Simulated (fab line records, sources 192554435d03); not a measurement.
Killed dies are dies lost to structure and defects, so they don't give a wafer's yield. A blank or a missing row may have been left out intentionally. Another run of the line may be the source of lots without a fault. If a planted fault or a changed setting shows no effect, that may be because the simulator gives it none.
The tool behind it: which one? | flow n5 finfet | Sampling: 9 lots, 26 wafers, 5 of 1938 route steps

== WHAT THE GAUGES READ, wafer by wafer ==
N5_BEOL_M4_RC_MEAS_101.
lot  | measured     | on        | DIBL_N (mV/V)  | DIBL_P (mV/V)  | IOFF_N (nA/um)    | IOFF_N_85C (nA/um) | IOFF_N_LIN (nA/um) | IOFF_N_LONG (nA/um)        | IOFF_P (nA/um)    | IOFF_P_85C (nA/um) | IOFF_P_LIN (nA/um) | IOFF_P_LONG (nA/um)        | ION_N (uA/um) | ION_P (uA/um) | SS_N (mV/dec)  | SS_P (mV/dec)  | VT_N (mV)         | VT_N_LONG (mV)    | VT_N_LVT (mV) | VT_P (mV)            | VT_P_LONG (mV)       | VT_P_LVT (mV)
L926 | day 9 19:38  | prober-02 | 35.9 37.1 34.8 | 36.9 38.6 36.6 | 0.143 0.173 0.137 | 2.8 3.3 2.7        | 0.066 0.079 0.066  | 4.86e-05 4.97e-05 4.94e-05 | 0.198 0.225 0.194 | 3.5 3.8 3.4        | 0.093 0.101 0.091  | 9.5e-05 9.3e-05 9.5e-05    | 655 671 666   | 451 461 459   | 71.9 71.3 70.9 | 72.9 73.9 72.7 | 253.9 248.6 251.7 | 280.3 277.6 276.5 | 103 101 104   | -255.0 -249.8 -250.7 | -278.5 -276.2 -279.6 | -102 -100 -103
L925 | day 9 11:50  | prober-02 | 35.4 35.8 35.4 | 35.4 35.4 35.4 | 0.143 0.147 0.144 | 2.9 2.9 2.9        | 0.069 0.069 0.069  | 5.51e-05 5.44e-05 5.45e-05 | 0.196 0.200 0.190 | 3.4 3.5 3.3        | 0.094 0.096 0.093  | 0.0001 0.000101 0.000101   | 674 677 669   | 466 456 460   | 71.4 70.9 71.3 | 72.8 72.8 72.3 | 250.7 249.8 251.7 | 274.4 275.2 274.9 | 98 98 97      | -251.0 -250.4 -251.9 | -277.3 -276.1 -278.0 | -99 -99 -98
L929 | day 10 15:32 | prober-02 | 35.5 36.2 35.2 | 35.2 35.9 35.0 | 0.133 0.149 0.128 | 2.7 2.9 2.6        | 0.062 0.068 0.060  | 5.07e-05 5.08e-05 5.09e-05 | 0.188 0.192 0.180 | 3.3 3.4 3.2        | 0.089 0.090 0.086  | 9.7e-05 9.5e-05 9.6e-05    | 660 670 664   | 453 458 452   | 71.2 71.2 71.2 | 72.8 73.1 73.4 | 253.5 252.0 255.7 | 279.0 277.1 277.3 | 103 101 104   | -253.0 -255.0 -255.7 | -275.8 -280.5 -278.6 | -105 -103 -104
L932 | day 11 03:49 | prober-01 | 35.8 34.1 34.7 | 35.2 32.7 34.5 | 0.141 0.116 0.007 | 2.9 2.4 0.2        | 0.065 0.056 0.003  | 5.18e-05 5.24e-05 2.15e-05 | 0.200 0.167 0.421 | 3.6 3.0 6.6        | 0.098 0.085 0.205  | 0.000108 0.000106 0.000211 | 670 649 479   | 462 450 498   | 71.3 70.6 70.8 | 73.0 72.7 73.3 | 252.4 257.0 334.4 | 276.1 276.2 356.4 | 100 104 182   | -250.8 -254.7 -229.1 | -275.6 -273.8 -252.4 | -97 -100 -76
L933 | day 11 11:40 | prober-02 | 36.8 34.5 35.1 | 35.5 33.3 33.3 | 0.161 0.007 0.129 | 3.1 0.2 2.6        | 0.073 0.003 0.060  | 5.61e-05 2.14e-05 5.59e-05 | 0.211 0.392 0.176 | 3.6 6.2 3.1        | 0.100 0.197 0.088  | 0.000107 0.000215 0.000105 | 677 485 659   | 454 484 454   | 71.4 71.1 71.6 | 74.0 72.7 73.3 | 253.2 334.5 254.8 | 274.3 359.3 272.9 | 100 184 104   | -251.8 -230.9 -253.2 | -275.7 -251.5 -277.5 | -101 -80 -102
L936 | day 12 12:07 | prober-02 | 35.8 36.5      | 36.8 36.9      | 0.009 0.009       | 0.3 0.3            | 0.004 0.004        | 2.27e-05 2.29e-05          | 0.525 0.562       | 7.7 8.2            | 0.244 0.261        | 0.000233 0.000243          | 499 507       | 506 507       | 72.3 71.4      | 73.4 73.7      | 327.8 325.4       | 356.1 356.4       | 178 178       | -228.7 -224.9        | -248.0 -248.6        | -73 -71
L942 | day 14 01:19 | prober-02 | 37.1 36.4 36.6 | 38.5 37.5 37.4 | 0.190 0.170 0.165 | 3.6 3.3 3.2        | 0.087 0.078 0.075  | 5.34e-05 5.41e-05 5.39e-05 | 0.239 0.215 0.209 | 4.2 3.9 3.7        | 0.108 0.101 0.098  | 9.7e-05 9.6e-05 9.9e-05    | 690 691 679   | 472 468 462   | 71.4 71.4 71.7 | 74.4 74.6 73.0 | 247.0 248.6 249.0 | 276.4 277.4 277.6 | 97 100 100    | -248.6 -250.0 -248.8 | -275.5 -278.3 -278.7 | -99 -100 -101
L943 | day 14 04:28 | prober-02 | 34.8 35.1 36.2 | 35.7 36.5 37.1 | 0.130 0.138 0.155 | 2.7 2.8 3.1        | 0.062 0.065 0.071  | 5.43e-05 5.49e-05 5.44e-05 | 0.177 0.189 0.208 | 3.2 3.4 3.6        | 0.090 0.095 0.101  | 0.000103 0.000106 0.000101 | 667 674 671   | 465 461 459   | 71.1 71.4 71.0 | 73.4 72.4 73.0 | 252.7 252.6 252.4 | 276.4 275.5 275.0 | 102 101 100   | -253.0 -253.8 -251.6 | -274.4 -275.1 -273.6 | -103 -101 -99
L944 | day 15 00:24 | prober-02 | 35.8 35.0 35.3 | 35.8 34.7 34.6 | 0.145 0.134 0.136 | 2.9 2.7 2.7        | 0.071 0.068 0.066  | 5.51e-05 5.48e-05 5.46e-05 | 0.211 0.189 0.192 | 3.7 3.4 3.5        | 0.103 0.095 0.096  | 0.000108 0.000107 0.000108 | 689 679 672   | 473 469 462   | 70.6 70.9 70.7 | 72.9 72.8 73.1 | 248.5 250.8 250.5 | 273.3 273.2 275.6 | 98 99 100     | -249.6 -249.5 -249.6 | -272.4 -273.4 -274.7 | -98 -99 -100

== TOOL THAT RAN EACH LOT (tool first, then ch and the chambers of the sampled wafers, then the start) ==
lot  | N5_HKMG_FIN_NWFM_ALD_20             | N5_HKMG_FIN_ETCHBACK_68           | N5_HKMG_FIN_STRIP_69                 | N5_HKMG_FIN_ALD_72
L926 | ald metal-04 ch 0,2, day 5 11:16    | rie metal-02 ch 0, day 5 11:55    | plasma asher-01 ch 0,1, day 5 12:04  | cvd w-01 ch 0, day 5 12:49
L925 | ald metal-04 ch 0,2,3, day 5 13:20  | rie metal-01 ch 0,1, day 5 14:00  | plasma asher-02 ch 0,1, day 5 14:08  | cvd w-02 ch 0, day 5 15:26
L929 | ald metal-04 ch 0,1,3, day 6 12:51  | rie metal-01 ch 0,1, day 6 13:43  | plasma asher-02 ch 0,1, day 6 13:52  | cvd w-01 ch 0,1, day 6 14:39
L932 | ald metal-04 ch 2,3, day 7 03:02    | rie metal-02 ch 0,1, day 7 03:44  | plasma asher-02 ch 0,1, day 7 03:58  | cvd w-02 ch 0,1, day 7 04:37
L933 | ald metal-04 ch 0,1,3, day 7 11:29  | rie metal-01 ch 0,1, day 7 12:17  | plasma asher-01 ch 0,1, day 7 12:30  | cvd w-01 ch 0,1, day 7 13:09
L936 | ald metal-04 ch 1,3, day 8 03:16    | rie metal-02 ch 0, day 8 04:01    | plasma asher-01 ch 0,1, day 8 04:10  | cvd w-01 ch 0,1, day 8 04:55
L942 | ald metal-03 ch 0,2,3, day 9 15:43  | rie metal-02 ch 0,1, day 9 16:34  | plasma asher-01 ch 0,1, day 9 16:42  | cvd w-01 ch 1, day 9 17:26
L943 | ald metal-02 ch 0,1,2, day 9 19:30  | rie metal-01 ch 0,1, day 9 20:09  | plasma asher-02 ch 0,1, day 9 20:17  | cvd w-02 ch 0,1, day 9 21:02
L944 | ald metal-03 ch 0,1,3, day 10 01:52 | rie metal-02 ch 0,1, day 10 02:32 | plasma asher-01 ch 0,1, day 10 02:40 | cvd w-02 ch 0,1, day 10 03:25
- N5_HKMG_FIN_NWFM_ALD_20: deposits TiAlC, target thk 2 nm, pulse time 3 s, purge time 2 s.
- N5_HKMG_FIN_ETCHBACK_68: etches the open film in Cl2/Ar, stops on HfO2, target depth 0.5 nm.
- N5_HKMG_FIN_STRIP_69: strips in N2/H2, time 360 s.
- N5_HKMG_FIN_ALD_72: deposits W, target thk 2 nm, pulse time 1 s, purge time 2 s.

== AS READ BY THE TOOLS THEMSELVES (means over the sampled wafers that have a number; for cases with no such wafer, the mark the record gives instead) ==
N5_HKMG_FIN_NWFM_ALD_20.
lot  | tool         | heater power w (W) | precursor pulse height rel
L926 | ald metal-04 | 451                | 1.017
L925 | ald metal-04 | 474                | 1.009
L929 | ald metal-04 | 474                | 1.007
L932 | ald metal-04 | 510                | 0.998
L933 | ald metal-04 | 476                | 0.999
L936 | ald metal-04 | 508                | 1.007
L942 | ald metal-03 | 486                | 1.015
L943 | ald metal-02 | 508                | 0.987
L944 | ald metal-03 | 475                | 1.000

N5_HKMG_FIN_ETCHBACK_68.
lot  | tool         | drypump motor current A (A) | oes product au (a.u.) | throttle valve pct (%)
L926 | rie metal-02 | 5.67                        | 0.93                  | 20.87
L925 | rie metal-01 | 5.90                        | 0.76                  | 20.95
L929 | rie metal-01 | 5.90                        | 0.74                  | 20.95
L932 | rie metal-02 | 5.97                        | 0.78                  | 20.74
L933 | rie metal-01 | 5.67                        | 0.72                  | 20.83
L936 | rie metal-02 | 5.70                        | 0.88                  | 20.89
L942 | rie metal-02 | 5.84                        | 0.81                  | 20.84
L943 | rie metal-01 | 5.67                        | 0.71                  | 20.83
L944 | rie metal-02 | 5.85                        | 0.80                  | 20.83

N5_HKMG_FIN_STRIP_69.
lot  | tool            | drypump motor current A (A) | heater power w (W)
L926 | plasma asher-01 | 5.68                        | 429
L925 | plasma asher-02 | 6.09                        | 458
L929 | plasma asher-02 | 6.24                        | 502
L932 | plasma asher-02 | 6.23                        | 506
L933 | plasma asher-01 | 5.69                        | 434
L936 | plasma asher-01 | 5.71                        | 430
L942 | plasma asher-01 | 5.67                        | 439
L943 | plasma asher-02 | 6.08                        | 465
L944 | plasma asher-01 | 5.70                        | 429

N5_HKMG_FIN_ALD_72.
lot  | tool     | heater power w (W) | precursor pulse height rel
L926 | cvd w-01 | 462                | 1.008
L925 | cvd w-02 | 520                | 1.007
L929 | cvd w-01 | 475                | 1.011
L932 | cvd w-02 | 433                | 1.017
L933 | cvd w-01 | 465                | 0.994
L936 | cvd w-01 | 472                | 1.020
L942 | cvd w-01 | 491                | 0.973
L943 | cvd w-02 | 427                | 0.986
L944 | cvd w-02 | 434                | 1.012

== THE ANSWER, worked out from the rows above alone ==
Rule: what is usual is taken from the lots themselves. Put in order of their means at a reading, lots are off if they are a third of the lots or fewer, leave a main group of 4 or more, and stand apart from it by a gap of 3 or more times the standard deviation of the main group's means; of several such gaps the widest counts. If all means in a main group match to the digits the tables above print for the reading, that group is not used. Also off: a lot with no number at a reading for which 4 or more lots have one. The other lots that the step has rows for count as sound. After the gauges, taken in route order, come the tools' own readings; for these a lot's mean is taken, as printed above. The first step at which some lot is off is used, and at that step the reading that is off furthest; a lot without a number counts as furthest.
Off: at N5_BEOL_M4_RC_MEAS_101 (VT_N_LONG), L932, L933, L936. The main group: mean 276.3 mV, standard deviation 1.5.
If a tool, at a process step before that reading, ran all the lots that are off and no sound lot after the first of them, it fits. Those tools and the gauges at N5_BEOL_M4_RC_MEAS_101 are tried in the same way. One candidate fits, namely ald metal-04 at N5_HKMG_FIN_NWFM_ALD_20. A fault onset in the window from L929 (day 6 12:51, its last sound lot) to L932 (day 7 03:02, its first lot off) fits.

== WHAT WAS PUT IN BY THE SIMULATOR ==
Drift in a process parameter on ald metal-04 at N5_HKMG_FIN_NWFM_ALD_20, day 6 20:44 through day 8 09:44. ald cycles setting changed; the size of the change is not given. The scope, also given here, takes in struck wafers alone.
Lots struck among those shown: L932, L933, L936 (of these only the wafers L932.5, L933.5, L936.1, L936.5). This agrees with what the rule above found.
